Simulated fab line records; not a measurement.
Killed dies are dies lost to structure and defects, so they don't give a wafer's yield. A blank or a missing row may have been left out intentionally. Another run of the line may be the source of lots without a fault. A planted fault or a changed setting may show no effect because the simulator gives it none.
Chamber matching / flow nand-harc / pecvd-02 running NHARC_A_CONTACT_DEP_29: 3 sister chambers
The step deposits SiON, target thk 70 nm. 6 wafers are shown with their chamber, then 8 later ones without.

WAFERS WITH THEIR CHAMBER
wafer=L077.1; chamber=1; showerhead-vpp-V (V)=1160; heater-power-w (W)=735
wafer=L077.4; chamber=1; showerhead-vpp-V (V)=1157; heater-power-w (W)=596
wafer=L084.2; chamber=0; showerhead-vpp-V (V)=1023; heater-power-w (W)=727
wafer=L084.4; chamber=2; showerhead-vpp-V (V)=1122; heater-power-w (W)=739
wafer=L084.5; chamber=0; showerhead-vpp-V (V)=1018; heater-power-w (W)=737
wafer=L083.2; chamber=2; showerhead-vpp-V (V)=1119; heater-power-w (W)=755

WAFERS WITH NO CHAMBER GIVEN
wafer=L083.3; showerhead-vpp-V (V)=1156; heater-power-w (W)=678
wafer=L083.5; showerhead-vpp-V (V)=1115; heater-power-w (W)=759
wafer=L087.1; showerhead-vpp-V (V)=1161; heater-power-w (W)=692
wafer=L087.2; showerhead-vpp-V (V)=1118; heater-power-w (W)=883
wafer=L087.6; showerhead-vpp-V (V)=1119; heater-power-w (W)=884
wafer=L088.1; showerhead-vpp-V (V)=1131; heater-power-w (W)=666
wafer=L088.2; showerhead-vpp-V (V)=1110; heater-power-w (W)=786
wafer=L088.4; showerhead-vpp-V (V)=1130; heater-power-w (W)=787

WHICH CHAMBER EACH ONE RAN IN
wafer=L083.3; from the rows above=1; in truth=1
wafer=L083.5; from the rows above=2; in truth=2
wafer=L087.1; from the rows above=1; in truth=1
wafer=L087.2; from the rows above=2; in truth=2
wafer=L087.6; from the rows above=2; in truth=2
wafer=L088.1; from the rows above=2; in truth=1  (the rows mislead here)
wafer=L088.2; from the rows above=2; in truth=2
wafer=L088.4; from the rows above=2; in truth=2
Correctly placed: 7 of 8. From these rows, 0 cannot be placed. 1 placed wrongly.
How it was worked out, from the rows above alone: a wafer's distance from a chamber is the root of the sum, over the readings, of the square of ((its reading less the chamber's mean) divided by the reading's scatter). If the next closest chamber is less than 2 further off than the closest, the wafer can't be placed; otherwise it belongs to the closest. The mean given for a chamber averages the wafers shown for that chamber. How the scatter is found: for the shown wafers, subtract from each reading the mean of its chamber, square and add these, divide the total by (wafers less chambers), then take the root.
